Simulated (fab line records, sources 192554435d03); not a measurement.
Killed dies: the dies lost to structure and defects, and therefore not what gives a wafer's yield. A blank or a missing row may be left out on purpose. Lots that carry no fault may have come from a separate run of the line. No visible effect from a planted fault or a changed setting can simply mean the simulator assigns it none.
Which tool is to blame? | flow n5Finfet | Sampling: 12 lots, 36 wafers, 2 of 1938 route steps

## WHAT THE GAUGES SHOWED, per wafer
N5_GATE_CUT_THK_MEAS_24.
lot  | measured     | on           | GC_FILL_THK (nm)
L075 | day 4 21:37  | filmMetro-02 | 222.3 219.0 220.9
L077 | day 5 07:54  | filmMetro-02 | 215.8 213.4 215.5
L079 | day 5 21:32  | filmMetro-02 | 217.5 223.3 218.5
L081 | day 6 10:26  | filmMetro-01 | 219.6 219.3 220.6
L083 | day 6 21:28  | filmMetro-02 | 219.2 217.3 221.1
L085 | day 7 10:47  | filmMetro-02 | 218.2 222.4 222.7
L087 | day 7 18:15  | filmMetro-02 | 217.6 219.3 219.3
L089 | day 8 07:37  | filmMetro-01 | 222.4 218.8 221.0
L091 | day 8 20:35  | filmMetro-02 | 221.5 223.2 219.8
L093 | day 9 11:29  | filmMetro-01 | 214.9 216.8 218.5
L095 | day 9 18:37  | filmMetro-01 | 219.4 217.6 221.5
L097 | day 10 08:18 | filmMetro-02 | 216.7 216.4 219.5

## TOOL THAT RAN EACH LOT (tool first, then ch and the chambers of the sampled wafers, then the start)
lot  | N5_GATE_CUT_CMP_23
L075 | cmp-02 ch 0,1,2, day 4 21:20
L077 | cmp-01 ch 0,1,2, day 5 07:37
L079 | cmp-01 ch 0,2, day 5 21:14
L081 | cmp-03 ch 0,2,3, day 6 10:10
L083 | cmp-02 ch 2,3, day 6 21:13
L085 | cmp-01 ch 0,1,3, day 7 10:34
L087 | cmp-03 ch 1,2,3, day 7 17:59
L089 | cmp-03 ch 1,2,3, day 8 07:19
L091 | cmp-01 ch 1,3, day 8 20:17
L093 | cmp-01 ch 0,1,2, day 9 11:11
L095 | cmp-01 ch 0,1, day 9 18:19
L097 | cmp-02 ch 0,1, day 10 08:02
- N5_GATE_CUT_CMP_23: polishes, stops on SiO2, t overpolish 23.4 s, target thk 16 nm.

## THE ANSWER, worked out from the rows above alone
Rule: the lots themselves supply what counts as usual. Put in order of their means at a reading, lots are off if they are a third of the lots or fewer, leave a main group of 4 or more, and stand apart from it by a gap of 3 or more times the standard deviation of the main group's means; of several such gaps the widest counts. The tables above print the reading to a certain number of digits; a main group whose means all agree to those digits is not used. A lot without any number at a reading at which 4 lots or more have one is off too. The other lots that the step has rows for count as sound.
None of the lots is off at any reading shown; this tells nothing.

## WHAT HAD BEEN PUT IN BY THE SIMULATOR
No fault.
